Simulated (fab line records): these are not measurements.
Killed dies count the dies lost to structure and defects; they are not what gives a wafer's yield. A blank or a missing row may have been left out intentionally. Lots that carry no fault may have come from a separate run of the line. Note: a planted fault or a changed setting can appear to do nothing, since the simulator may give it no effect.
Matching of chambers | flow n5Finfet | rieDiel-06 running N5_MOL_CONTACT_COAG_ETCH_66: 4 sister chambers
The step etches SiARC in CF4, target depth 13 nm, time 21.7 s. 8 wafers are shown with their chamber, then 7 later ones without.

== WAFERS PAIRED WITH THEIR CHAMBERS ==
wafer  | chamber | drypumpMotorCurrentA (A) | showerheadPlenumPTorr (Torr)
L076.4 | 3       | 6.4                      | 2.16
L084.1 | 3       | 6.4                      | 2.15
L084.3 | 2       | 5.4                      | 2.22
L086.3 | 0       | 5.8                      | 2.10
L086.4 | 1       | 5.0                      | 2.10
L086.5 | 2       | 5.5                      | 2.22
L092.4 | 0       | 5.7                      | 2.09
L092.5 | 1       | 5.0                      | 2.10

== WAFERS WHOSE CHAMBER IS MISSING ==
wafer  | drypumpMotorCurrentA (A) | showerheadPlenumPTorr (Torr)
L092.6 | 5.4                      | 2.21
L094.1 | 5.4                      | 2.21
L094.2 | 6.4                      | 2.14
L094.3 | 5.8                      | 2.09
L097.1 | 5.4                      | 2.21
L097.3 | 5.0                      | 2.10
L097.6 | 5.7                      | 2.09

== WHICH CHAMBER EACH WENT THROUGH ==
wafer  | from the rows above | in truth
L092.6 | 2                   | 2
L094.1 | 2                   | 2
L094.2 | 3                   | 3
L094.3 | 0                   | 0
L097.1 | 2                   | 2
L097.3 | 1                   | 1
L097.6 | 0                   | 0
Correctly placed: 7 of 7. Left unplaced by these rows: 0. Number placed wrongly: 0.
How it was worked out, from the rows above alone: a wafer's distance from a chamber is the root of the sum, over the readings, of the square of ((its reading less the chamber's mean) divided by the reading's scatter). The wafer belongs to the nearest chamber; if the next one is less than 2 further off, it can't be placed. For every chamber, the mean is computed from those of its wafers that are shown. The scatter is the square root of a quotient: the sum, over the shown wafers, of each reading's squared deviation from its chamber's mean, divided by wafers minus chambers.
